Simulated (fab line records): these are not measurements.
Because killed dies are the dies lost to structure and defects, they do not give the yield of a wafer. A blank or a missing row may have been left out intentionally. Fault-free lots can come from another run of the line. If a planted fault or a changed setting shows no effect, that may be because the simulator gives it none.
fab line records -- flow n5-finfet
record lots=10, wafers=30, last-day=18
route steps=1938 shown BEOL_M6@1197 BEOL_M7@1263
lots with no fault: from the same line, run without faults
start-h: hours from the record's first day to the start of the lot's first wafer shown -- wait-h: hours from the lot's prior step to this one -- " repeats the value in the row above -- L1.1+2: one row covering several wafers at once -- - either no value or no given start -- * or withheld: withheld -- < > ~ a bound
route shown NAME@n: names a module that has steps shown in the file, with the first one's number in the route -- usual: the fault-free wafers' mean and standard deviation -- same: alike in all rows -- chamber/n: place in a boat -- sites: readings site by site -- _std_site: how widely they spread, as a standard deviation -- _edge_site: mean of outer sites minus mean of inner sites -- radius-mm: for every site, how far away it sits from the centre of the wafer -- mask NAME#n: copy n -- behind: tool/chamber where the wafer was last shaped -- hold: cause of the lot's hold/its duration in hours/its outcome -- device: the n, p or np transistor that did not switch -- end of line: the tests these same wafers got at the end of their route -- a step given without rows: its recipe and nothing more -- killed: dies that structure and defects cost at the first sort, which is not the same as the wafer's yield -- map: the dies of a wafer, with x for killed, . for not killed, _ for no die there
set.NAME: the setting that was run; set.NAME@STEP: the one run at that earlier step -- model.NAME: the simulator's own value behind a step, which no gauge read
one table for each step of the route and one row for each wafer, over a sample of lots
services: from which hour (start-h, from the record's first day; less than 0 if before it) a tool's chamber was out of use, for how many hours, and why
## steps
# step N5_BEOL_M6_PECVD_70
# recipe material=SiO2, target-thk-a=200, temp-c=400, precursor=TEOS/O2, pressure-torr=5.5, rf-w=450, teos-flow-sccm=53.8, gas=O2, flow-sccm=3000, time-s=22.7
# usual heater-power-w=686/90, showerhead-plenum-p-Torr=8.78/0.054, throttle-valve-pct=22.0/1.1
lot.wafer,tool,chamber,start-h,wait-h,heater-power-w,showerhead-plenum-p-Torr,throttle-valve-pct
L476.1,pecvd-03,0,221.03,0.0,517,8.82,21.3
L476.2,pecvd-03,1,221.03,0.0,685,8.72,23.2
L476.3,pecvd-03,0,221.03,0.0,532,8.84,21.5
L477.2,pecvd-01,1,231.93,0.0,916,8.73,22.6
L477.4,pecvd-01,2,231.93,0.0,749,8.86,21.9
L477.5,pecvd-01,0,231.93,0.0,769,8.78,22.0
L478.1,pecvd-01,1,240.91,0.0,842,8.74,22.5
L478.4,pecvd-01,0,240.91,0.0,748,8.76,22.0
L478.5,pecvd-01,2,240.91,0.0,795,8.84,21.7
L479.1,pecvd-01,0,246.66,0.0,677,8.74,21.8
L479.2,pecvd-01,1,246.66,0.0,813,8.71,22.3
L479.6,pecvd-01,0,246.66,0.0,695,8.77,21.9
L481.3,pecvd-01,2,255.18,0.1,663,8.86,21.6
L481.5,pecvd-01,2,255.18,0.1,674,8.86,21.7
L481.6,pecvd-01,0,255.18,0.1,658,8.76,21.8
L483.2,pecvd-03,1,263.96,0.0,739,8.72,23.1
L483.4,pecvd-03,1,263.96,0.0,730,8.72,23.2
L483.6,pecvd-03,2,263.96,0.0,681,8.76,20.2
L486.2,pecvd-01,0,270.75,0.1,742,8.76,21.7
L486.4,pecvd-01,0,270.75,0.1,743,8.75,22.0
L486.6,pecvd-01,0,270.75,0.1,746,8.78,21.7
L485.2,pecvd-01,0,276.78,0.0,654,8.75,22.0
L485.4,pecvd-01,2,276.78,0.0,659,8.87,21.9
L485.6,pecvd-01,0,276.78,0.0,668,8.76,21.9
L493.1,pecvd-03,0,329.34,0.0,532,8.82,21.8
L493.2,pecvd-03,2,329.34,0.0,661,8.72,20.2
L493.3,pecvd-03,1,329.34,0.0,711,8.73,23.3
L494.3,pecvd-03,0,333.82,0.0,542,8.83,21.5
L494.5,pecvd-03,0,333.82,0.0,547,8.83,21.3
L494.6,pecvd-03,1,333.82,0.0,756,8.72,23.0
# step N5_BEOL_M6_SPUTTER_48
# recipe material=Cu, target-thk-a=100, temp-c=-20, bias-v=60, power-w=26000, chamber-pressure-pa=0.13, time-s=1.667
# usual throttle-valve-pct=29.9/1.1
lot.wafer,tool,chamber,start-h,wait-h,throttle-valve-pct
L476.1,pvd-sputter-01,-,227.01,0.1,30.5
L476.2,pvd-sputter-01,-,227.01,0.1,29.0
L476.3,pvd-sputter-01,-,227.01,0.1,30.2
L477.2,pvd-sputter-03,-,238.01,0.2,29.5
L477.4,pvd-sputter-03,-,238.01,0.2,31.1
L477.5,pvd-sputter-03,-,238.01,0.2,31.3
L478.1,pvd-sputter-01,-,251.61,0.1,30.3
L478.4,pvd-sputter-01,-,251.61,0.1,28.8
L478.5,pvd-sputter-01,-,251.61,0.1,29.0
L479.1,pvd-sputter-02,-,253.99,0.1,29.7
L479.2,pvd-sputter-02,-,253.99,0.1,31.5
L479.6,pvd-sputter-02,-,253.99,0.1,31.6
L481.3,pvd-sputter-02,-,261.47,0.1,31.8
L481.5,pvd-sputter-02,-,261.47,0.1,31.5
L481.6,pvd-sputter-02,-,261.47,0.1,29.9
L483.2,pvd-sputter-03,-,270.19,0.1,29.5
L483.4,pvd-sputter-03,-,270.19,0.1,30.1
L483.6,pvd-sputter-03,-,270.19,0.1,27.4
L486.2,pvd-sputter-03,-,278.61,0.1,29.7
L486.4,pvd-sputter-03,-,278.61,0.1,27.6
L486.6,pvd-sputter-03,-,278.61,0.1,30.3
L485.2,pvd-sputter-02,-,281.70,0.1,29.0
L485.4,pvd-sputter-02,-,281.70,0.1,31.5
L485.6,pvd-sputter-02,-,281.70,0.1,29.9
L493.1,pvd-sputter-03,-,338.46,0.1,29.4
L493.2,pvd-sputter-03,-,338.46,0.1,30.5
L493.3,pvd-sputter-03,-,338.46,0.1,27.7
L494.3,pvd-sputter-01,-,342.13,0.1,30.0
L494.5,pvd-sputter-01,-,342.13,0.1,28.9
L494.6,pvd-sputter-01,-,342.13,0.1,30.2
# step N5_BEOL_M6_CMP_52
# recipe stop-on=SiCOH_lowk, t-overpolish-s=6.9, down-force-psi=1, platen-rpm=50, clearing-platen-down-force-psi=1.5, clearing-platen-rpm=50, post-cmp-clean=cu-alkaline, target-thk-nm=80, clearing-platen-pad-velocity-m-s=0.99484, pad-velocity-m-s=0.99484
# usual barrier-field-endpoint-s=29.1/0.93, edge-zone-pressure-frac=1.001/0.005, head-pressure-psi=1.0000/0.0024, motor-current-A=5.7/0.65, pad-life-wafers=1194/590
lot.wafer,tool,chamber,start-h,wait-h,barrier-field-endpoint-s,edge-zone-pressure-frac,head-pressure-psi,motor-current-A,pad-life-wafers
L476.1,cmp-02,3,227.52,0.3,28.8,0.998,0.9980,5.4,1722
L476.2,cmp-02,0,227.52,0.3,29.8,1.001,1.0019,5.9,1723
L476.3,cmp-02,1,227.52,0.3,28.9,1.002,0.9974,6.8,1724
L477.4,cmp-02,2,238.56,0.2,28.6,1.005,0.9998,5.6,1807
L477.2,cmp-02,3,238.56,0.2,27.2,1.003,0.9979,5.7,1808
L477.5,cmp-02,2,238.56,0.2,28.5,1.002,1.0013,5.1,-
L478.4,cmp-02,1,252.19,0.2,28.6,1.007,1.0032,6.8,1910
L478.1,cmp-02,2,252.19,0.2,27.9,1.005,1.0002,5.6,1911
L478.5,cmp-02,3,252.19,0.2,28.3,0.995,0.9981,5.5,-
L479.1,cmp-01,0,254.53,0.3,30.1,0.994,1.0048,6.2,493
L479.2,cmp-01,1,254.53,0.3,28.9,1.003,0.9971,4.8,494
L479.6,cmp-01,3,254.53,0.3,29.1,0.993,1.0013,5.0,-
L481.3,cmp-03,1,262.01,0.2,30.4,0.997,1.0027,5.7,1657
L481.5,cmp-03,0,262.01,0.2,30.0,1.001,1.0011,5.4,-
L481.6,cmp-03,1,262.01,0.2,29.9,1.003,0.9983,5.4,-
L483.4,cmp-02,0,270.74,0.2,28.3,1.001,1.0010,6.1,2005
L483.2,cmp-02,1,270.74,0.2,28.3,0.997,1.0002,6.8,2006
L483.6,cmp-02,0,270.74,0.2,29.0,1.001,1.0007,6.4,-
L486.4,cmp-01,0,279.15,0.2,29.0,1.000,1.0003,6.7,709
L486.2,cmp-01,2,279.15,0.2,29.1,0.997,0.9984,6.0,711
L486.6,cmp-01,0,279.15,0.2,19.8,0.986,1.0026,6.7,-
L485.2,cmp-01,1,282.28,0.3,27.9,1.001,0.9982,5.0,734
L485.4,cmp-01,2,282.28,0.3,29.6,0.997,1.0071,6.2,735
L485.6,cmp-01,3,282.28,0.3,17.8,1.004,1.0015,4.7,-
L493.1,cmp-01,1,339.31,0.5,27.8,0.996,0.9987,5.0,1297
L493.2,cmp-01,2,339.31,0.5,28.9,1.004,0.9970,5.6,1298
L493.3,cmp-01,3,339.31,0.5,28.5,0.998,0.9998,4.9,1299
L494.3,cmp-02,3,342.66,0.2,28.6,1.004,0.9978,5.5,366
L494.6,cmp-02,3,342.66,0.2,28.8,0.995,0.9976,5.3,-
L494.5,cmp-02,0,342.66,0.2,30.0,0.992,0.9987,6.4,-
# step N5_BEOL_M7_ILD_DEP_00
# recipe material=SiCOH_lowk, target-thk-a=1797.5, temp-c=300, precursor=DEMS/porogen, pressure-torr=5, rf-w=500, time-s=33.4
# usual heater-power-w=314/39, showerhead-plenum-p-Torr=5.742/0.014, throttle-valve-pct=13.9/0.71
lot.wafer,tool,chamber,start-h,wait-h,heater-power-w,showerhead-plenum-p-Torr,throttle-valve-pct
L476.1,pecvd-04,0,228.00,0.0,303,5.743,13.1
L476.2,pecvd-04,2,228.00,0.0,277,5.747,13.9
L476.3,pecvd-04,1,228.00,0.0,313,5.753,15.2
L477.2,pecvd-04,1,239.04,0.0,333,5.737,15.1
L477.4,pecvd-04,1,239.04,0.0,333,5.754,15.2
L477.5,pecvd-04,0,239.04,0.0,328,5.742,13.4
L478.1,pecvd-04,1,252.61,0.0,372,5.754,15.2
L478.4,pecvd-04,1,252.61,0.0,366,5.739,15.1
L478.5,pecvd-04,0,252.61,0.0,336,5.721,13.1
L479.1,pecvd-01,0,254.98,0.0,320,5.746,13.5
L479.2,pecvd-01,2,254.98,0.0,329,5.770,13.4
L479.6,pecvd-01,2,254.98,0.0,339,5.766,13.4
L481.3,pecvd-01,2,262.49,0.1,290,5.765,13.5
L481.5,pecvd-01,0,262.49,0.1,341,5.733,13.7
L481.6,pecvd-01,2,262.49,0.1,299,5.754,13.3
L483.2,pecvd-02,0,271.31,0.0,243,5.724,14.3
L483.4,pecvd-02,0,271.31,0.0,241,5.741,14.4
L483.6,pecvd-02,1,271.31,0.0,257,5.734,15.2
L486.2,pecvd-04,2,279.61,0.0,294,5.752,13.8
L486.4,pecvd-04,1,279.61,0.0,333,5.725,15.3
L486.6,pecvd-04,2,279.61,0.0,293,5.762,13.9
L485.2,pecvd-04,2,282.69,0.0,281,5.738,13.9
L485.4,pecvd-04,0,282.69,0.0,273,5.729,13.2
L485.6,pecvd-04,1,282.69,0.0,340,5.741,15.2
L493.1,pecvd-02,0,339.76,0.0,237,5.734,14.6
L493.2,pecvd-02,1,339.76,0.0,303,5.752,15.1
L493.3,pecvd-02,2,339.76,0.0,329,5.745,13.0
L494.3,pecvd-01,1,343.15,0.0,389,5.707,13.8
L494.5,pecvd-01,2,343.15,0.0,303,5.737,13.7
L494.6,pecvd-01,0,343.15,0.0,311,5.728,13.5
# step N5_BEOL_M7_CURE_74
# recipe temp-c=385, time-s=240, ambient=He/Ar, material=SiCOH_lowk
# usual lamp-power-pct=52.31/0.057, wafer_temp_C_max=386.7/0.68
lot.wafer,tool,chamber,start-h,wait-h,lamp-power-pct,wafer_temp_C_max
L476.1,uv-cure-03,2,228.07,0.0,52.26,386.0
L476.2,uv-cure-03,2,228.07,0.0,52.43,386.0
L476.3,uv-cure-03,2,228.07,0.0,52.34,386.7
L477.2,uv-cure-01,1,239.18,0.1,52.34,387.0
L477.4,uv-cure-01,1,239.18,0.1,52.38,387.1
L477.5,uv-cure-01,1,239.18,0.1,52.29,386.9
L478.1,uv-cure-02,0,252.67,0.0,52.29,385.8
L478.4,uv-cure-02,0,252.67,0.0,52.35,385.8
L478.5,uv-cure-02,0,252.67,0.0,52.29,386.1
L479.1,uv-cure-01,0,255.07,0.1,52.33,386.8
L479.2,uv-cure-01,0,255.07,0.1,52.27,386.8
L479.6,uv-cure-01,0,255.07,0.1,52.32,386.0
L481.3,uv-cure-03,1,262.71,0.2,52.21,386.0
L481.5,uv-cure-03,1,262.71,0.2,52.18,385.7
L481.6,uv-cure-03,1,262.71,0.2,52.38,385.5
L483.2,uv-cure-03,2,271.54,0.2,52.38,386.5
L483.4,uv-cure-03,2,271.54,0.2,52.31,386.4
L483.6,uv-cure-03,2,271.54,0.2,52.30,386.4
L486.2,uv-cure-02,1,279.75,0.1,52.34,388.3
L486.4,uv-cure-02,1,279.75,0.1,52.30,387.9
L486.6,uv-cure-02,1,279.75,0.1,52.30,388.2
L485.2,uv-cure-03,1,282.84,0.1,52.30,386.1
L485.4,uv-cure-03,1,282.84,0.1,52.26,386.1
L485.6,uv-cure-03,1,282.84,0.1,52.29,385.9
L493.1,uv-cure-03,0,339.84,0.1,52.34,387.0
L493.2,uv-cure-03,0,339.84,0.1,52.32,386.4
L493.3,uv-cure-03,0,339.84,0.1,52.34,386.6
L494.3,uv-cure-03,2,343.37,0.2,52.36,386.4
L494.5,uv-cure-03,2,343.37,0.2,52.38,386.7
L494.6,uv-cure-03,2,343.37,0.2,52.27,386.5
## services
tool,chamber,start-h,hours,kind
cmp-02,-,201.76,0.5,repair
uv-cure-01,-,216.86,22.2,pm
pecvd-02,-,222.48,6.0,pm
pecvd-01,-,224.41,0.5,repair
uv-cure-03,-,224.65,0.2,repair
uv-cure-02,-,230.55,2.1,pm
cmp-03,-,236.80,5.6,repair
pecvd-01,1,254.45,48.9,repair
uv-cure-01,-,258.43,9.2,repair
cmp-02,-,261.13,7.5,pm
pecvd-01,2,264.95,6.6,repair
cmp-01,-,283.72,1.5,repair
cmp-02,-,289.66,4.0,pm
cmp-02,-,293.66,-,consumable-replace:conditioner
cmp-02,-,298.05,6.0,pm
pecvd-03,-,299.39,28.1,pm
uv-cure-01,-,301.40,2.1,pm
cmp-03,-,306.40,12.4,repair
cmp-01,-,307.11,0.3,repair
uv-cure-01,-,320.21,6.0,pm
cmp-03,-,327.81,1.2,repair
cmp-03,-,334.16,4.0,pm
pecvd-03,-,334.70,0.7,repair
cmp-03,-,341.96,12.1,pm
## key
first-sign step=N5_BEOL_M6_CMP_52, reading=barrier-field-endpoint-s, direction=down, sigmas=11, usual=29.1, struck=18.8
effect none on later readings
met-at N5_BEOL_M6_PECVD_70
struck-lots L485,L486
struck-wafers L485.6,L486.6
not-acting-at N5_BEOL_M6_SPUTTER_48,N5_BEOL_M7_ILD_DEP_00,N5_BEOL_M7_CURE_74
onset-between 255.18 270.75
fault kind=process-parameter-drift, tool=pecvd-01, chamber=-, onset-h=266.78, steps=N5_BEOL_M6_PECVD_70, channel=time-s, offset=*, shape=step, end-h=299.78, scope=struck-wafers-only, acts-in=*, stated=*
